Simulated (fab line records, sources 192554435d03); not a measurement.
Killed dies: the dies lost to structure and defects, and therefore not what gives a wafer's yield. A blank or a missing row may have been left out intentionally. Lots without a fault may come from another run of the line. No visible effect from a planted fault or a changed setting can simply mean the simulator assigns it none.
2 desks, one fault ; flow n5-finfet ; only its own numbers are on each desk; what lay behind them is given at the end

== THE METROLOGY DESK ==
Lot by lot, what the gauges showed, no matter which tool ran the lot: averages of those sampled wafers that carry a number. The brackets show how far a lot's mean lies from the usual mean; more than 4 standard deviations puts the lot out of limits, marked OUT. 7 of its 14 readings are shown: the first one out of limits and those lying furthest out on some lot.
Columns: A = thk-nm at N5_SD_EPI_N_EPI_MEAS_23, usual 59.1 nm; B = RS_SD_N at N5_SD_ACTIVATION_RS_MEAS_03, usual 21.89 ohm/sq; C = RS_SD_P at N5_SD_ACTIVATION_RS_MEAS_03, usual 56.2 ohm/sq; D = DIBL_N at N5_BEOL_M4_RC_MEAS_101, usual 37.5 mV/V; E = IOFF_P at N5_BEOL_M4_RC_MEAS_101, usual 0.24 nA/um; F = ION_N at N5_BEOL_M4_RC_MEAS_101, usual 679 uA/um; G = RS_SD_N at N5_BEOL_M4_RC_MEAS_101, usual 28.4 ohm/sq
lot;first seen here;A;B;C;D;E;F;G
L421;day 4 17:11;58.5;21.73;56.3;37.3;0.25;681;28.1
L422;day 4 23:08;58.6;22.06;56.3;35.6;0.19;669;28.6
L423;day 5 05:51;59.8;21.76;53.9;36.7;0.20;660;28.1
L424;day 5 10:52;61.1;21.40;56.7;39.3;0.27;684;27.4
L426;day 5 22:44;60.4;21.68;55.9;39.3;0.32;693;28.1
L432;day 7 11:43;67.9 (+7.4) OUT;18.68 (-11) OUT;57.9;38.5;0.21;684;24.3 (-10) OUT
L435;day 8 06:05;68.1 (+7.5) OUT;18.41 (-12) OUT;55.6;40.4;0.24;688;23.8 (-12) OUT
L436;day 8 14:36;59.6;22.02;55.7;39.2;0.26;683;28.5
L438;day 9 03:06;59.2;21.78;56.2;36.3;0.23;683;28.2
Finding of this desk: L432, L435 out of limits; the first was L432 at day 7 11:43, on thk-nm at N5_SD_EPI_N_EPI_MEAS_23. L421, L422, L423, L424, L426, L436, L438: within limits.

== THE TOOL OWNER'S DESK: epi-rpcvd-02 ==
The tool's own readings at N5_SD_EPI_N_EPI_21 (deposits Si:P, time 690 s): means of the sampled wafers that have a number, for each lot that ran on this tool. The brackets show how far a lot's mean lies from the usual mean; more than 4 standard deviations puts the lot out of limits, marked OUT.
Columns: A = chamber-pressure-Torr at N5_SD_EPI_N_EPI_21, usual 255.1 Torr
lot;first seen here;A
L421;day 4 15:39;254.3
L422;day 4 20:51;254.7
L423;day 5 04:08;254.5
L426;day 5 21:02;254.7
L432;day 7 10:16;362.1 (+99 or more) OUT
L435;day 8 04:56;361.3 (+99 or more) OUT
Finding of this desk: L432, L435 out of limits; the first was L432 at day 7 10:16, on chamber-pressure-Torr at N5_SD_EPI_N_EPI_21. L421, L422, L423, L426: within limits.

== BROUGHT TOGETHER ==
At day 7 10:16, on L432, L435, the tool owner's desk was in a position to raise an alarm.
L432, L435 would have let the metrology desk raise an alarm at day 7 11:43.
Of the lots named, all ran N5_SD_EPI_N_EPI_21 on epi-rpcvd-02.

== WHAT THE SIMULATOR HAD INSERTED ==
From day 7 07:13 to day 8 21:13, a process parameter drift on epi-rpcvd-02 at N5_SD_EPI_N_EPI_21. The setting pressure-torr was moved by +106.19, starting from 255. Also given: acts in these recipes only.
Struck lots among those shown: L432, L435.
Counting hours from when the fault started, the first reading out of limits came at 3 for the tool owner's desk and at 4 for the metrology desk.
